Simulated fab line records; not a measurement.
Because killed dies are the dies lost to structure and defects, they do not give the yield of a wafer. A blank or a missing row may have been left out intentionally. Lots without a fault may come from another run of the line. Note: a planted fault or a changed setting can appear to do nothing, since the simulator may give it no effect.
Split-lot experiment | flow n5 finfet | 21 wafers read from 7 lots, route of 1938 steps

## THE SPLIT ITSELF
At N5_BEOL_M0_CUTY_COAT_50 (time 60 s, resist thk 15 nm), the setting spin rpm was moved away from the recipe's 1500 rpm on 7 of the 21 wafers read, by -8.9% to +9.5%. This setting was run at the recipe's value on the other wafers.

The split's own step is where the reading is taken.

## THE READING
SiARC_of_BEOL_M0_CUTY_COAT_50.thk nm (the simulator's own value, which no gauge read), in nm, at N5_BEOL_M0_CUTY_COAT_50 (time 60 s, resist thk 15 nm). There is no usual value for it anywhere in the file.

wafer  | tool, chamber at the split | spin rpm as run, rpm | against the recipe | SiARC_of_BEOL_M0_CUTY_COAT_50.thk nm, nm | against lot-mates on the recipe
L075.2 | litho track-04, 0          | 1500                 | recipe             | 15                                       | -
L075.4 | litho track-04, 0          | 1500                 | recipe             | 15                                       | -
L075.6 | litho track-04, 0          | 1564                 | +4.3%              | 14.6                                     | -0.4
L077.3 | litho track-01, 0          | 1643                 | +9.5%              | 14.4                                     | -0.6
L077.6 | litho track-01, 0          | 1643                 | +9.5%              | 14.4                                     | -0.6
L077.5 | litho track-01, 0          | 1500                 | recipe             | 15                                       | -
L078.2 | litho track-04, 0          | 1500                 | recipe             | 15                                       | -
L078.4 | litho track-04, 0          | 1500                 | recipe             | 15                                       | -
L078.6 | litho track-04, 0          | 1500                 | recipe             | 15                                       | -
L079.2 | litho track-01, 0          | 1500                 | recipe             | 15                                       | -
L079.4 | litho track-01, 0          | 1500                 | recipe             | 15                                       | -
L079.6 | litho track-01, 0          | 1500                 | recipe             | 15                                       | -
L086.1 | litho track-04, 0          | 1584                 | +5.6%              | 14.6                                     | -0.4
L086.2 | litho track-04, 0          | 1500                 | recipe             | 15                                       | -
L086.6 | litho track-04, 0          | 1500                 | recipe             | 15                                       | -
L087.2 | litho track-04, 0          | 1568                 | +4.5%              | 14.6                                     | -0.4
L087.6 | litho track-04, 0          | 1568                 | +4.5%              | 14.6                                     | -0.4
L087.3 | litho track-04, 0          | 1500                 | recipe             | 15                                       | -
L089.2 | litho track-03, 0          | 1500                 | recipe             | 15                                       | -
L089.6 | litho track-03, 0          | 1500                 | recipe             | 15                                       | -
L089.5 | litho track-03, 0          | 1366                 | -8.9%              | 15.8                                     | +0.8

THE FIT
A straight line over all 21 wafers: SiARC_of_BEOL_M0_CUTY_COAT_50.thk nm changes by -0.075 nm for each +1% of spin rpm; r = -0.98; the points scatter about the line by 0.054 nm.
The same after taking each lot's own level away (the mean of its wafers on the recipe; 21 wafers): -0.075 nm for each +1%; r = -0.98; scatter 0.054 nm.
The reading moves by 0.71 nm for the largest change in spin rpm, on that fit.
The lots' own levels span 15.00 to 15.00 nm.
So the lot-to-lot level changes the slope little: the two slopes agree.
Check: -0.744 nm against its lot-mates is what the line predicts for one of the wafers moved furthest among these (+9.5%) when that wafer is left out of the fit. It came out at -0.6 nm against them.

## FURTHER SPLITS ON THESE WAFERS
Before the reading, these wafers also passed through other splits. Each is held against what the fit with the lots' levels taken away leaves over:
other split on the same wafers        | wafers away from the commonest value | r with SiARC_of_BEOL_M0_CUTY_COAT_50.thk nm (lot level and that fit taken away)
N5_MOL_CONTACT_COAG_EXPOSE_37 dose mj | 8                                    | +0.02

## THE FILE'S OWN FIT
SiARC_of_BEOL_M0_CUTY_COAT_50.thk nm changes by -0.0774 nm for each +1% of spin rpm, r = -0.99.
